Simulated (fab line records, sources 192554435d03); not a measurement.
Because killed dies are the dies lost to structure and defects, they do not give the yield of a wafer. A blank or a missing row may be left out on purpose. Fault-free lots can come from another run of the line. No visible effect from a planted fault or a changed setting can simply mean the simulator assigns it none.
fab line records	flow n5_finfet
[record] lots = 5	wafers = 15	last_day = 17
route steps=1938 shown BEOL_M3@1011 BEOL_M4@1021 PASSIVATION@1936
lots with no fault: from the same line, run without faults
start_h: the number of hours between the record's first day and the start of the first shown wafer of the lot	wait_h: hours since the lot's step before	" the same as in the row above	L1.1+2: a row that stands for several wafers	- no value, or no start was given	* or withheld: withheld	< > ~ a bound
route shown NAME@n: names a module that has steps shown in the file, with the first one's number in the route	usual: mean and standard deviation over wafers with no fault	same: alike in all rows	chamber/n: place in a boat	sites: readings site by site	_std_site: standard deviation of those values	_edge_site: mean of outer sites minus mean of inner sites	radius_mm: how far each site lies from the wafer's centre	mask NAME#n: copy n	behind: the most recent tool/chamber to have shaped the wafer	hold: why the lot was held/for how many hours/how that ended	device: the transistor (n, p or np) that didn't switch	end of line: at the end of the route, the tests of the same wafers	where a step has no rows: the recipe by itself	killed: at the first sort, the dies lost to defects and structure; wafer yield is something else	map: per-die view of a wafer (x killed, . not killed, _ where there is no die)
set.NAME: the setting that was run; set.NAME@STEP: the one run at that earlier step	model.NAME: the simulator's own value behind a step, which no gauge read
lots seen at some steps along the route; tables by step, rows by wafer
services: the hour from which a tool's chamber was out of use, counted from the record's first day as start_h (under 0 if before that day), plus the number of hours and why
[[steps]]
[step N5_BEOL_M3_ECD_50]
[recipe] material = Cu	target_thk_a = 3000
[step N5_BEOL_M3_ANNEAL_51]
[recipe] temp_c = 225	time_s = 90	ambient = N2
[step N5_BEOL_M3_CMP_52]
[recipe] stop_on = SiOC	t_overpolish_s = 6.8	down_force_psi = 1	platen_rpm = 50	clearing_platen_down_force_psi = 1.5	clearing_platen_rpm = 50	post_cmp_clean = cu_alkaline	target_thk_nm = 40	clearing_platen_pad_velocity_m_s = 0.99484	pad_velocity_m_s = 0.99484
[step N5_BEOL_M3_PRE_CLEAN_60]
[recipe] gas = NH3/H2	time_s = 15	temp_c = *	rf_power_w = 300
[step N5_BEOL_M3_CO_CAP_55]
[recipe] material = Co	target_thk_a = 20	temp_c = 200	precursor = CCTBA/H2	pressure_torr = 30	time_s = 102.1
[step N5_BEOL_M3_PRE_CLEAN_56]
[recipe] gas = NH3	time_s = 15	temp_c = withheld	rf_power_w = 300
[step N5_BEOL_M3_DEP_57]
[recipe] material = SiCN	target_thk_a = 80	temp_c = withheld	precursor = 3MS/NH3	pressure_torr = 3	rf_w = 202	time_s = 14
[step N5_BEOL_M4_ILD_DEP_00]
[recipe] material = SiOC	target_thk_a = 790	temp_c = 350	precursor = DEMS/O2	pressure_torr = 5	rf_w = 500	time_s = 15.3
[step N5_BEOL_M4_PECVD_72]
[recipe] material = SiO2	target_thk_a = 160	temp_c = 400	precursor = TEOS/O2	pressure_torr = 5.5	rf_w = 450	teos_flow_sccm = 53.8	gas = O2	flow_sccm = 3000	time_s = 18
[usual] chamber_pressure_Torr = 5.499/0.012	heater_power_outer_w = 413/49	heater_power_w = 704/68	showerhead_plenum_p_Torr = 8.81/0.05	throttle_valve_pct = 22.0/1.3
lot.wafer	tool	chamber	start_h	wait_h	chamber_pressure_Torr	heater_power_outer_w	heater_power_w	showerhead_plenum_p_Torr	throttle_valve_pct
L317.1	pecvd-04	0	201.55	0.0	-	-	-	-	-
L317.3	"	1	"	"	-	-	-	-	-
L317.4	"	0	"	"	-	-	-	-	-
L319.1	pecvd-02	0	214.28	0.0	-	-	-	-	-
L319.2	"	1	"	"	-	-	-	-	-
L319.3	"	2	"	"	-	-	-	-	-
L321.2	pecvd-03	2	236.61	0.0	-	-	-	-	-
L321.3	"	0	"	"	-	-	-	-	-
L321.6	"	2	"	"	-	-	-	-	-
L329.1	pecvd-03	0	267.46	0.0	5.493	290	557	8.85	23.2
L329.2	"	1	"	"	5.501	499	753	8.89	22.7
L329.5	"	2	"	"	5.513	429	756	8.77	21.4
L333.1	pecvd-04	2	306.27	0.0	5.505	401	674	8.79	20.1
L333.4	"	1	"	"	5.473	375	716	8.90	22.0
L333.6	"	0	"	"	5.498	406	703	8.81	23.1
[step N5_BEOL_M4_HM_DEP_02]
[recipe] material = TiN	target_thk_a = 200	temp_c = 25	chamber_pressure_pa = 0.49996
[step N5_BEOL_M4_COAT_61]
[recipe] resist = SOC	temp_c = 250	time_s = 60	spin_rpm = 1500	resist_thk_nm = 60
[step N5_BEOL_M4_COAT_62]
[recipe] resist = SiARC	temp_c = 220	time_s = 60	spin_rpm = 1500	resist_thk_nm = 12
[step N5_BEOL_M4_COAT_73]
[recipe] resist = underlayer	temp_c = 205	time_s = 60	spin_rpm = 1500	resist_thk_nm = 5
[step N5_BEOL_M4_COAT_05]
[recipe] resist = CAR-EUV	spin_rpm = 1500	resist_thk_nm = 30
[step N5_BEOL_M4_EBR_07]
[recipe] solvent = PGMEA	ebr_width_mm = 1.5
[step N5_BEOL_M4_SOFTBAKE_06]
[recipe] temp_c = 110	time_s = 60	resist = CAR-EUV
[step N5_BEOL_M4_EXPOSE_08]
[recipe] mask_id = M4	na = 0.33	source_shape = dipole	sigma_inner = 0.369	sigma_outer = 0.767	polarization = unpolarized	dose_mj = 41.25
[step N5_BEOL_M4_PEB_09]
[recipe] peb_temp_c = 100	peb_time_s = 60	resist = CAR-EUV
[step N5_BEOL_M4_DEVELOP_10]
[recipe] develop_time_s = 30	developer = TMAH	resist = CAR-EUV	rinse_liquid = surfactant_rinse	dry = air_spin	dev_temp_c = 23
[step N5_BEOL_M4_DESCUM_16]
[recipe] chemistry = O2	time_s = 7	source_power_w = 50	bias_power_w = 20	pressure_mtorr = 20	rf_frequency_hz = 2.712e+07	temp_c = 40	resist = CAR-EUV	o2_flow_sccm = 225
[step N5_BEOL_M4_ETCH_74]
[recipe] chemistry = N2/H2	target = underlayer	target_depth_a = 65	mask_material = CAR-EUV	time_s = 5.2	ion_energy_ev = 200	pressure_mtorr = 30	source_w = 840	bias_w = 150	n2_flow_sccm = 200	h2_flow_sccm = 200	ends = cleared
[step N5_BEOL_M4_ETCH_63]
[recipe] chemistry = CF4	target = SiARC	target_depth_a = 156	mask_material = CAR-EUV	time_s = 26	ion_energy_ev = 80	pressure_mtorr = 40	source_w = 545	bias_w = 36	Ar_flow_sccm = 100	cf4_flow_sccm = 100	ends = cleared
[step N5_BEOL_M4_ETCH_64]
[recipe] chemistry = N2/H2	target = SOC	target_depth_a = 750	overetch_a = 225	mask_material = SiARC	temp_c = 40	time_s = 121.9	ion_energy_ev = 200	pressure_mtorr = 30	source_w = 840	bias_w = 150	n2_flow_sccm = 200	h2_flow_sccm = 200
[step N5_BEOL_M4_STRIP_65]
[recipe] chemistry = N2/H2	temp_c = 40	n2_flow_sccm = 200	h2_flow_sccm = 200	rf_frequency_hz = 6e+07
[step N5_BEOL_M4_STRIP_75]
[recipe] chemistry = N2/H2	temp_c = 40	n2_flow_sccm = 200	h2_flow_sccm = 200	rf_frequency_hz = 6e+07
[step N5_BEOL_M4_STRIP_66]
[recipe] chemistry = CF4	resist = SiARC	power_w = 300	bias_power_w = 75	pressure_mtorr = 50	cf4_flow_sccm = 150	rf_frequency_hz = 6e+07
[step N5_BEOL_M4_HM_OPEN_17]
[recipe] chemistry = Cl2/BCl3	target_depth_a = 200	overetch_a = 60	target = TiN	mask_material = SOC	ion_energy_ev = 150	pressure_mtorr = 10	icp_w = 1000	bias_w = 126	Cl2_flow_sccm = 53.25	bcl3_flow_sccm = 21.75	Ar_flow_sccm = 25
[step N5_BEOL_M4_STRIP_19]
[recipe] chemistry = O2	power_w = 400	temp_c = 40	pressure_mtorr = 30	rf_frequency_hz = 6e+07	bias_power_w = 0	overash_fraction = 0.2	o2_flow_sccm = 225
[step N5_BEOL_M4_COAT_67]
[recipe] resist = SOC	temp_c = 250	time_s = 60	spin_rpm = 1500	resist_thk_nm = 60
[step N5_BEOL_M4_COAT_68]
[recipe] resist = SiARC	temp_c = 220	time_s = 60	spin_rpm = 1500	resist_thk_nm = 12
[step N5_BEOL_M4_COAT_76]
[recipe] resist = underlayer	temp_c = 205	time_s = 60	spin_rpm = 1500	resist_thk_nm = 5
[step N5_BEOL_M4_COAT_22]
[recipe] resist = CAR-EUV	spin_rpm = 1500	resist_thk_nm = 30
[step N5_BEOL_M4_EBR_24]
[recipe] solvent = PGMEA	ebr_width_mm = 1.5
[step N5_BEOL_M4_SOFTBAKE_23]
[recipe] temp_c = 110	time_s = 60	resist = CAR-EUV
[step N5_BEOL_M4_RC_MEAS_101]
[usual] DIBL_N = 36.0/1.7	DIBL_P = 36.2/2.3	IOFF_N = 0.16/0.03	IOFF_P = 0.21/0.036	ION_N = 679/11	ION_P = 465/7.1	SS_N = 71.4/0.58	SS_P = 73.3/0.75	VT_N = 249/3.1	VT_P = -251/3.5
lot.wafer	tool	chamber	start_h	wait_h	DIBL_N[mV/V]	DIBL_P[mV/V]	IOFF_N[nA/um]	IOFF_P[nA/um]	ION_N[uA/um]	ION_P[uA/um]	SS_N[mV/dec]	SS_P[mV/dec]	VT_N[mV]	VT_P[mV]
L317.1	prober-01	0	213.86	0.0	34.8	34.9	0.14	0.20	669	459	71.5	72.7	249	-251
L317.3	"	0	"	"	35.4	35.2	0.14	0.19	661	452	71.6	74.3	251	-252
L317.4	"	0	"	"	35.2	35.1	0.15	0.20	678	460	71.5	72.7	248	-251
L319.1	prober-01	0	230.08	0.0	33.1	33.0	0.10	0.15	653	456	70.4	72.3	257	-254
L319.2	"	0	"	"	36.4	37.6	0.16	0.21	667	462	71.3	74.3	252	-252
L319.3	"	0	"	"	37.3	38.6	0.17	0.24	679	468	71.8	74.1	250	-249
L321.2	prober-01	0	250.87	0.2	34.0	34.2	0.14	0.19	671	466	70.7	72.8	249	-251
L321.3	"	0	"	"	35.5	36.3	0.17	0.23	691	473	72.0	73.1	246	-251
L321.6	"	0	"	"	34.0	33.4	0.14	0.19	664	460	71.7	72.7	250	-252
L329.1	prober-02	0	283.56	0.0	34.7	37.0	0.15	0.19	681	464	71.3	73.2	246	-253
L329.2	"	0	"	"	34.5	35.4	0.15	0.16	683	457	71.2	73.1	249	-252
L329.5	"	0	"	"	36.7	39.0	0.19	0.22	686	468	72.2	74.2	245	-251
L333.1	prober-01	0	316.23	0.0	35.8	36.5	0.16	0.20	687	467	71.9	73.4	248	-253
L333.4	"	0	"	"	39.2	39.4	0.20	0.24	691	462	72.5	74.7	247	-251
L333.6	"	0	"	"	34.0	33.5	0.12	0.16	667	455	71.1	72.7	251	-255
[step N5_PASSIVATION_PROBE_49]
[usual] defect_limited_yield = 91.3/1.5	killed_at_M0_to_M3 = 31/11	killed_at_M4_up = 14/5.1	killed_at_contacts = 12/5.6	killed_at_front_end = 42/12	killed_at_other = 3.8/2.9	killed_dies = 103/18	killed_on_rim = 14/4.5	killed_open = 67/14	killed_short = 33/8	sort_bin_5_function = 5.1/1	sort_bin_6_memory = 3.2/0.75	sort_n_pass = 1077/18	sort_yield_pct = 91.3/1.5
[same] gross_dies = 1180	killed_at_back_side = 0	sort_bin_4_leakage[%] = 0	sort_bin_8_speed[%] = 0
lot.wafer	tool	chamber	start_h	wait_h	defect_limited_yield[%]	killed_at_M0_to_M3	killed_at_M4_up	killed_at_contacts	killed_at_front_end	killed_at_other	killed_dies	killed_on_rim	killed_open	killed_short	sort_bin_5_function[%]	sort_bin_6_memory[%]	sort_n_pass	sort_yield_pct[%]
L317.1	prober-01	-	339.42	0.0	64.2	16	329	8	63	6	422	17	55	39	31.2	3.4	758	64.2
L317.3	prober-01	-	339.52	0.1	66.9	18	317	7	43	5	390	85	53	25	30.3	2.5	790	66.9
L317.4	prober-01	-	339.57	0.2	65.4	17	313	16	59	3	408	16	60	44	31.3	2.7	772	65.4
L319.1	prober-02	-	349.71	2.4	65.9	27	315	11	45	4	402	108	69	28	30.5	3.4	778	65.9
L319.2	prober-02	-	349.76	2.5	66.3	18	329	4	42	5	398	117	45	42	31.0	2.3	782	66.3
L319.3	prober-02	-	349.81	2.5	61.1	26	379	11	41	2	459	118	62	36	36.1	2.5	721	61.1
L321.2	prober-01	-	364.69	0.1	64.5	25	331	12	48	3	419	116	66	33	32.7	2.7	761	64.5
L321.3	prober-01	-	364.74	0.1	63.9	21	351	9	40	5	426	126	50	21	33.4	2.0	754	63.9
L321.6	prober-01	-	364.89	0.3	64.2	19	350	4	44	5	422	127	50	25	33.0	1.8	758	64.2
L329.1	prober-02	-	385.89	0.0	93.8	26	8	8	25	6	73	11	39	32	3.5	2.4	1107	93.8
L329.2	prober-02	-	385.94	0.1	92.2	32	14	9	30	7	92	14	57	34	4.5	2.9	1088	92.2
L329.5	prober-02	-	386.09	0.2	92.7	23	10	11	33	9	86	14	52	33	3.9	3.2	1094	92.7
L333.1	prober-01	-	416.36	0.0	93.3	23	9	3	43	1	79	13	54	25	3.7	2.6	1101	93.3
L333.4	prober-01	-	416.51	0.2	92.1	31	5	6	47	4	93	17	62	30	5.0	2.6	1087	92.1
L333.6	prober-01	-	416.61	0.3	91.9	26	18	13	36	3	96	14	66	26	4.6	3.1	1084	91.9
// killed by level:class
L317.1 BEOL_M4:area_pecvd=319 FIN_SAQP:geometric_particle:short=11 GATE_CUT:geometric_particle:short=9 HKMG_FIN:area_etch=9 GATE_CUT:geometric_particle:open=8 FIN_SAQP:geometric_particle:open=7 MOL_CONTACT_COAG:geometric_particle:open=7 BEOL_M4:geometric_particle:open=7
L317.3 BEOL_M4:area_pecvd=312 FIN_SAQP:geometric_particle:open=10 STI_FIN_REVEAL:geometric_particle:open=8 FIN_SAQP:geometric_particle:short=7 GATE_CUT:geometric_particle:open=5 MOL_CONTACT_COAG:geometric_particle:open=5 BEOL_M3:geometric_particle:open=5 STI_FIN_REVEAL:geometric_particle:short=4
L317.4 BEOL_M4:area_pecvd=301 FIN_SAQP:geometric_particle:short=20 MOL_CONTACT_COAG:geometric_particle:open=13 FIN_SAQP:geometric_particle:open=8 GATE_CUT:geometric_particle:short=6 STI_FIN_REVEAL:geometric_particle:open=5 GATE_CUT:geometric_particle:open=5 DUMMY_GATE:geometric_particle:open=4
L319.1 BEOL_M4:area_pecvd=302 FIN_SAQP:geometric_particle:open=13 MOL_CONTACT_COAG:geometric_particle:open=10 FIN_SAQP:geometric_particle:short=9 BEOL_M2:geometric_particle:open=7 BEOL_M3:geometric_particle:open=6 GATE_CUT:geometric_particle:short=5 BEOL_M3:geometric_particle:short=4
L319.2 BEOL_M4:area_pecvd=310 FIN_SAQP:geometric_particle:open=12 FIN_SAQP:geometric_particle:short=9 BEOL_M4:geometric_particle:short=5 BEOL_M1:geometric_particle:open=5 GATE_CUT:geometric_particle:short=5 BEOL_M5:geometric_particle:open=5 ILD0:geometric_particle:short=4
L319.3 BEOL_M4:area_pecvd=360 FIN_SAQP:geometric_particle:open=13 FIN_SAQP:geometric_particle:short=11 MOL_CONTACT_COAG:geometric_particle:open=10 BEOL_M0_SAQP:geometric_particle:short=10 BEOL_M5:geometric_particle:open=6 BEOL_M4:geometric_particle:short=5 STI_FIN_REVEAL:geometric_particle:open=4
L321.2 BEOL_M4:area_pecvd=318 BEOL_M3:geometric_particle:open=15 STI_FIN_REVEAL:geometric_particle:open=12 MOL_CONTACT_COAG:geometric_particle:open=11 FIN_SAQP:geometric_particle:short=10 FIN_SAQP:geometric_particle:open=7 GATE_CUT:geometric_particle:short=5 BEOL_M0_SAQP:geometric_particle:short=4
L321.3 BEOL_M4:area_pecvd=346 BEOL_M3:geometric_particle:open=11 HKMG_FIN:area_etch=7 STARTING-WAFER:geometric_particle:open=6 FIN_SAQP:geometric_particle:short=6 STI_FIN_REVEAL:geometric_particle:open=5 MOL_CONTACT_COAG:geometric_particle:open=5 DUMMY_GATE:geometric_particle:short=4
L321.6 BEOL_M4:area_pecvd=335 HKMG_FIN:area_etch=12 BEOL_M3:geometric_particle:open=10 FIN_SAQP:geometric_particle:short=8 BEOL_M4:geometric_particle:open=8 FIN_SAQP:geometric_particle:open=4 STI_FIN_REVEAL:geometric_particle:open=4 MOL_CONTACT_COAG:geometric_particle:open=4
L329.1 MOL_CONTACT_COAG:geometric_particle:open=8 BEOL_M0_SAQP:geometric_particle:short=8 BEOL_M0_SAQP:geometric_particle:open=7 FIN_SAQP:geometric_particle:short=4 STI_FIN_REVEAL:geometric_particle:open=4 BEOL_M4:geometric_particle:open=4 ILD0:geometric_particle:short=3 BEOL_M1:geometric_particle:short=3
L329.2 STI_FIN_REVEAL:geometric_particle:open=16 BEOL_M0_SAQP:geometric_particle:short=10 MOL_CONTACT_COAG:geometric_particle:open=8 BEOL_M0:geometric_particle:open=8 BEOL_M4:geometric_particle:open=6 BEOL_M4:geometric_particle:short=5 BEOL_M0_SAQP:geometric_particle:open=4 MIM_TOP_ETCH:geometric_particle:short=4
L329.5 STI_FIN_REVEAL:geometric_particle:open=9 MOL_CONTACT_COAG:geometric_particle:open=7 BEOL_M0_SAQP:geometric_particle:open=6 BEOL_M1:geometric_particle:short=6 GATE_CUT:geometric_particle:open=5 MOL_CONTACT_COAG:geometric_particle:short=4 MIM_TOP_ETCH:geometric_particle:short=4 SPACER0:geometric_particle:open=3
L333.1 STI_FIN_REVEAL:geometric_particle:open=12 FIN_SAQP:geometric_particle:short=7 BEOL_M3:geometric_particle:open=7 FIN_SAQP:geometric_particle:open=6 BEOL_M2:geometric_particle:open=6 BEOL_M1:geometric_particle:open=4 STI_FIN_REVEAL:geometric_particle:short=3 ILD0:geometric_particle:open=3
L333.4 STI_FIN_REVEAL:geometric_particle:open=13 BEOL_M0_SAQP:geometric_particle:open=9 BEOL_M2:geometric_particle:open=9 FIN_SAQP:geometric_particle:short=7 FIN_SAQP:geometric_particle:open=6 STI_FIN_REVEAL:geometric_particle:short=5 GATE_CUT:geometric_particle:short=4 MOL_CONTACT_COAG:geometric_particle:open=4
L333.6 BEOL_M2:geometric_particle:open=13 MOL_CONTACT_COAG:geometric_particle:open=10 BEOL_M4:geometric_particle:open=10 FIN_SAQP:geometric_particle:short=6 STI_FIN_REVEAL:geometric_particle:open=6 ILD0:geometric_particle:open=4 HKMG_FIN:area_etch=4 FIN_SAQP:geometric_particle:open=3
// map L317.1 (x killed, . not)
_________________.......x..x.________________
______________..x.x............._____________
___________x......x................__________
__________.......x....x.x...x......._________
________.......x.xx.x.x.x..xx.......xx_______
_______.....x.x.x.x..xxxx.x.x.x....x...______
______....x.x...x....xxxx.xx.xxx....x..._____
_____x...........xx..xx.....xx.x.x..xx...____
____.....x....xx..xxx.x.xx.............x..___
___......x...xx.x..xx.x.x..xxx.x...........__
___.....x....xxxx.xx.xx..xxxxx.x...........__
__.......xxx....x.xx.xxxxxxx..xx.x...x....x._
__.x..x.x.x.xxxxxx.xxx...xxx.xxxx..x..x....._
_..xx.x...x.xxxxxx.x.xxx.xxxx.x..xx..........
_...x.xx.x....xx.xxxxxxxxx..x.x.x..x.x....x..
_.....xx.xx.xxxxxxxxxxxxx.xx.x.x.x.xxx.x....x
_.......xx..x.xxxx.xxx.xxxx..xx.xx.x..x......
_..x.....xxxxx.xxx.xxxxxx.x.xx.xxx......x.x..
_...x...xxx.x..xx.xxxxxxxxxxx.x.xx...x.......
_...x.....xx..x.xxxx.xxxx.x.xxxxx..xx..x.....
_..x...x....x....xx.xxx.xxxxxxxx..xx.....x...
__....x....x..x.xxxxxxxx....x..x.xxx...x...._
__.....x....x..xxx.xx.x.xxxx............xx.._
___x..x...x.xxx.xxxxxxx...xx.x........x....__
___...x.x.x..xx.x...x.xxxxx..x........x...x__
____......xxx..xx.x..xx.xx.....xx.........___
_____.....x.x....x..xx...x.xxxx..xx.x....____
______x....x...xxxx.x....x..........x..._____
_______..........x..x.....x....x.x....x______
________....x....x...x....x.....x....._______
__________...............x........xx_________
___________........................__________
______________x...........xx...._____________
_________________....x.......________________
// map L319.3 (x killed, . not)
_________________..x..xxx.xxx________________
______________xxxxxx..x.x.xxxxxx_____________
___________xxxxx......xx.xxxxxxxxxx__________
__________.xx.x.x....x..x.xxx.xx.xxx_________
________xxx....x..xx..xx..xx.xxx.xxxxx_______
_______xxxx..x.xxx.....x.xx...xx..xxxxx______
______..xxx.x..x......x.x.x.....xxx..x.._____
_____..xxx.......x...x.xx.......xx...x...____
____...xx..xx...................x.....xxx.___
___xxxx.x.x.........x......x....x.......xxx__
___xxx.......x.xx..x..x........x...xx...xxx__
__x...xx......x......x............xx.....xxx_
__xx..xxx.......xx.....x....x........x.xxxxx_
_x.....x...x....x...x.......x......x..xxxxxxx
_.xx....x.....x....x...............x....xxx.x
_x..x....x.x.......................xx..x.xxxx
_xxx.x............x................x....xxxxx
_..xx....x.x..x.............x.....x....xxx.xx
_xxx..x.......x........x...........x.x....xxx
_xxxxxx.......xx...........x...x...x..xx.xxxx
_.xxxx......x.......x..x..x..x......x...xxx.x
__xxx.......x.....x.......x.x.......x..x..xx_
__.xxx...xx.x.....x.x................xxxxxxx_
___xx.xx..x......x..x...........x.x...xxxxx__
___xx..xxxx.xx.................xx.x.x.x.xxx__
____.x.xx.x..........x.x..x...x.....xxx.xx___
_____.xx.x.x.......................x.xx.x____
______xxxxxx...xxx.xx....x.....xxxxxxx.x_____
_______xx.xx...xxxx.xx.xx.....xx.xx.xxx______
________x..x.x.....xxxxx..x.x..xx.xxxx_______
__________x.xx.xxx..x..xx.x.xxx..xxx_________
___________xxx.x....xx.x.xxxx.xxxxx__________
______________x..xxxxxxx.xx.xxxx_____________
_________________xxxxxxxxxxxx________________
[[services]]
tool	chamber	start_h	hours	kind
pecvd-03	1	184.01	5.0	scheduled_down
pecvd-02	0	226.37	5.5	scheduled_down
pecvd-02	0	233.12	2.1	scheduled_down
pecvd-04	1	287.77	1.9	repair
pecvd-04	2	296.36	2.1	scheduled_down
[[key]]
[first_sign] step = N5_BEOL_M4_PECVD_72	reading = tool_record	direction = missing
[effect] step = N5_PASSIVATION_PROBE_49	reading = killed_at_M4_up	direction = up	sigmas = 62	usual = 14	struck = 335
[more_kills_born_at] N5_BEOL_M4_PECVD_72@pecvd-03 = 999	N5_BEOL_M4_PECVD_72@pecvd-02 = 972	N5_BEOL_M4_PECVD_72@pecvd-04 = 931
met_at N5_BEOL_M4_PECVD_72
struck_wafers L317.1,L317.3,L317.4,L319.1,L319.2,L319.3,L321.2,L321.3,L321.6
[fault] kind = skipped_step_whole	tool = pecvd-02,pecvd-03,pecvd-04	chamber = -	onset_h = 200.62	steps = N5_BEOL_M4_PECVD_72	scope = struck_lots_only
